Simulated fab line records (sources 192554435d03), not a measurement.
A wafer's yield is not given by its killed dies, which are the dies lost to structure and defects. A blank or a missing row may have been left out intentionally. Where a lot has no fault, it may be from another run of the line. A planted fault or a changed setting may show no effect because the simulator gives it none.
Split-lot experiment    flow n5-finfet    39 wafers read across 7 lots, on a route 1938 steps long

SPLIT DETAILS
At N5_DUMMY_GATE_ETCH_42 (etches SiO2 in CHF3/O2, target depth 3.5 nm, time 31 s), the setting bias-w was moved away from the recipe's 12 W on 18 of the 39 wafers read, by -18.7% to +14.3%. For the rest of the wafers, this setting stayed at what the recipe calls for.

The split's own step is where the reading is taken.

THE READING
rf-vpp-V, in V, at N5_DUMMY_GATE_ETCH_42 (etches SiO2 in CHF3/O2, target depth 3.5 nm, time 31 s). A value of 42.7 V with a standard deviation of 0.88 V is what fault-free wafers of this fab line usually give.

wafer   tool, chamber at the split  bias-w as run, W  against the recipe  rf-vpp-V, V  against lot-mates on the recipe
L075.1  rie-diel-01, 3              12.78             +6.5%               45.0         +2.1
L075.2  rie-diel-01, 1              12.78             +6.5%               44.6         +1.7
L075.3  rie-diel-01, 2              12                recipe              42.2         -
L075.4  rie-diel-01, 0              12.78             +6.5%               45.9         +3.0
L075.5  rie-diel-01, 3              12                recipe              42.4         -
L075.6  rie-diel-01, 0              12                recipe              44.2         -
L079.1  rie-diel-06, 0              9.758             -18.7%              36.4         -7.2
L079.2  rie-diel-06, 1              12                recipe              44.6         -
L079.3  rie-diel-06, 2              12                recipe              42.4         -
L079.4  rie-diel-06, 3              12                recipe              43.7         -
L079.5  rie-diel-06, 2              9.758             -18.7%              37.4         -6.2
L079.6  rie-diel-06, 1              9.758             -18.7%              35.9         -7.7
L083.1  rie-diel-03, 2              13.72             +14.3%              46.9         +5.1
L083.2  rie-diel-03, 3              12                recipe              41.3         -
L083.3  rie-diel-03, 1              12                recipe              43.2         -
L083.4  rie-diel-03, 2              13.72             +14.3%              46.7         +4.9
L083.5  rie-diel-03, 3              13.72             +14.3%              45.3         +3.5
L083.6  rie-diel-03, 1              12                recipe              40.8         -
L085.1  rie-diel-03, 1              12                recipe              43.1         -
L085.2  rie-diel-03, 2              9.777             -18.5%              36.2         -7.0
L085.3  rie-diel-03, 3              9.777             -18.5%              36.2         -7.0
L085.4  rie-diel-03, 3              9.777             -18.5%              36.8         -6.4
L085.5  rie-diel-03, 2              12                recipe              44.0         -
L085.6  rie-diel-03, 1              12                recipe              42.4         -
L092.1  rie-diel-03, 2              12                recipe              43.6         -
L092.5  rie-diel-03, 1              12                recipe              43.5         -
L092.6  rie-diel-03, 0              12                recipe              42.8         -
L093.1  rie-diel-01, 2              13.23             +10.3%              45.3         +1.8
L093.2  rie-diel-01, 3              12                recipe              45.1         -
L093.3  rie-diel-01, 0              12                recipe              43.2         -
L093.4  rie-diel-01, 1              12                recipe              42.1         -
L093.5  rie-diel-01, 1              13.23             +10.3%              45.2         +1.7
L093.6  rie-diel-01, 0              13.23             +10.3%              46.0         +2.5
L097.1  rie-diel-06, 1              12                recipe              43.0         -
L097.2  rie-diel-06, 2              10.43             -13.1%              38.0         -5.2
L097.3  rie-diel-06, 0              10.43             -13.1%              37.1         -6.1
L097.4  rie-diel-06, 3              10.43             -13.1%              37.7         -5.5
L097.5  rie-diel-06, 0              12                recipe              42.7         -
L097.6  rie-diel-06, 1              12                recipe              43.9         -

FIT RESULTS
A straight line over all 39 wafers: rf-vpp-V changes by +0.324 V for each +1% of bias-w; r = +0.96; the points scatter about the line by 0.99 V.
The same after taking each lot's own level away (the mean of its wafers on the recipe; 39 wafers): +0.349 V for each +1%; r = +0.97; scatter 0.87 V.
The reading moves by 6.5 V for the largest change in bias-w, on that fit.
Across the lots, their own levels run from 41.77 to 43.57 V, a range of 2.0 times the standard deviation given above.
The two slopes agree, so the slope changes little with the lot-to-lot level.
Check: for one of the wafers moved furthest among these (-18.7%), held out of the fit, the line's prediction against its lot-mates is -6.77 V. Against them it came out at -7.17 V.
Tool readings at the split's step, against how far the setting was moved: rf-vpp-V r = +0.96.

ADDITIONAL SPLITS CARRIED BY THESE WAFERS
These wafers also went through other splits before the reading. Each is held against what the fit with the lots' levels taken away leaves over:
other split on the same wafers        wafers away from the commonest value  r with rf-vpp-V (lot level and that fit taken away)
N5_WELL_APT_EXPOSE_22 dose-mj         12                                    +0.16
N5_DUMMY_GATE_ETCH_37 source-w        15                                    +0.00
N5_DUMMY_GATE_ETCH_31 target-depth-a  15                                    -0.20

THE FILE'S OWN FIT
rf-vpp-V changes by +0.354 V for each +1% of bias-w, r = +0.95.
